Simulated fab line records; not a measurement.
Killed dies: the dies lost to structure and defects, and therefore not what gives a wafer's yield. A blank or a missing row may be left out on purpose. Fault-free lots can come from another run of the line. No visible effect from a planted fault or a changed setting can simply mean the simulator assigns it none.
Chamber matching / flow n5Finfet / N5_BEOL_M9_CURE_72 on uvCure-01 has 3 sister chambers
The step cures SiCOH lowk, time 120 s. 16 wafers are shown with their chamber, then 8 later ones without.

WAFERS, EACH WITH ITS CHAMBER
wafer=L077.1; chamber=0; wafer_temp_C_max=372.0; lampPowerPct (%)=52.39
wafer=L077.2; chamber=0; wafer_temp_C_max=372.3; lampPowerPct (%)=52.23
wafer=L077.5; chamber=0; wafer_temp_C_max=371.6; lampPowerPct (%)=52.34
wafer=L084.1; chamber=0; wafer_temp_C_max=372.5; lampPowerPct (%)=52.19
wafer=L084.2; chamber=0; wafer_temp_C_max=372.4; lampPowerPct (%)=52.33
wafer=L084.4; chamber=0; wafer_temp_C_max=372.4; lampPowerPct (%)=52.24
wafer=L091.1; chamber=2; wafer_temp_C_max=372.0; lampPowerPct (%)=52.36
wafer=L091.4; chamber=2; wafer_temp_C_max=372.0; lampPowerPct (%)=52.32
wafer=L091.5; chamber=2; wafer_temp_C_max=371.8; lampPowerPct (%)=52.33
wafer=L092.1; chamber=2; wafer_temp_C_max=371.5; lampPowerPct (%)=52.30
wafer=L092.2; chamber=2; wafer_temp_C_max=372.0; lampPowerPct (%)=52.40
wafer=L092.4; chamber=2; wafer_temp_C_max=372.2; lampPowerPct (%)=52.41
wafer=L093.1; chamber=1; wafer_temp_C_max=372.7; lampPowerPct (%)=52.20
wafer=L093.3; chamber=1; wafer_temp_C_max=372.5; lampPowerPct (%)=52.32
wafer=L093.4; chamber=1; wafer_temp_C_max=372.6; lampPowerPct (%)=52.31
wafer=L095.2; chamber=2; wafer_temp_C_max=371.6; lampPowerPct (%)=52.29

SIGNATURES (averages over the wafers above)
reading=wafer_temp_C_max; chamber 0=372.200; chamber 1=372.600; chamber 2=371.871; scatter within a chamber=0.274
reading=lampPowerPct; chamber 0=52.2867; chamber 1=52.2767; chamber 2=52.3443; scatter within a chamber=0.0635
Rule: for each reading, subtract the chamber's mean from the wafer's reading, divide by that reading's scatter and square the result; add these up over the readings and take the root, which gives the wafer's distance from the chamber. The wafer belongs to the nearest chamber; if the next one is less than 2 further off, it can't be placed. The scatter is the square root of a quotient: the sum, over the shown wafers, of each reading's squared deviation from its chamber's mean, divided by wafers minus chambers.

WAFERS WHOSE CHAMBER IS MISSING
wafer=L095.3; wafer_temp_C_max=371.5; lampPowerPct (%)=52.28
wafer=L095.5; wafer_temp_C_max=371.9; lampPowerPct (%)=52.32
wafer=L097.3; wafer_temp_C_max=372.6; lampPowerPct (%)=52.30
wafer=L097.4; wafer_temp_C_max=372.7; lampPowerPct (%)=52.29
wafer=L097.6; wafer_temp_C_max=373.3; lampPowerPct (%)=52.33
wafer=L096.1; wafer_temp_C_max=371.4; lampPowerPct (%)=52.33
wafer=L096.2; wafer_temp_C_max=371.6; lampPowerPct (%)=52.33
wafer=L096.3; wafer_temp_C_max=371.4; lampPowerPct (%)=52.35

WHICH CHAMBER EACH ONE RAN IN
wafer=L095.3; from the rows above=can't be placed: 2 or 0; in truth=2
wafer=L095.5; from the rows above=can't be placed: 2 or 0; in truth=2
wafer=L097.3; from the rows above=can't be placed: 1 or 0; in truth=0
wafer=L097.4; from the rows above=can't be placed: 1 or 0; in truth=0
wafer=L097.6; from the rows above=can't be placed: 1 or 0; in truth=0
wafer=L096.1; from the rows above=can't be placed: 2 or 0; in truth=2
wafer=L096.2; from the rows above=can't be placed: 2 or 0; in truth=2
wafer=L096.3; from the rows above=can't be placed: 2 or 0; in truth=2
Correct placement for 0 of the 8. Not placeable from these rows: 8 (in 8, the candidates include the true chamber). Placed wrongly: 0.
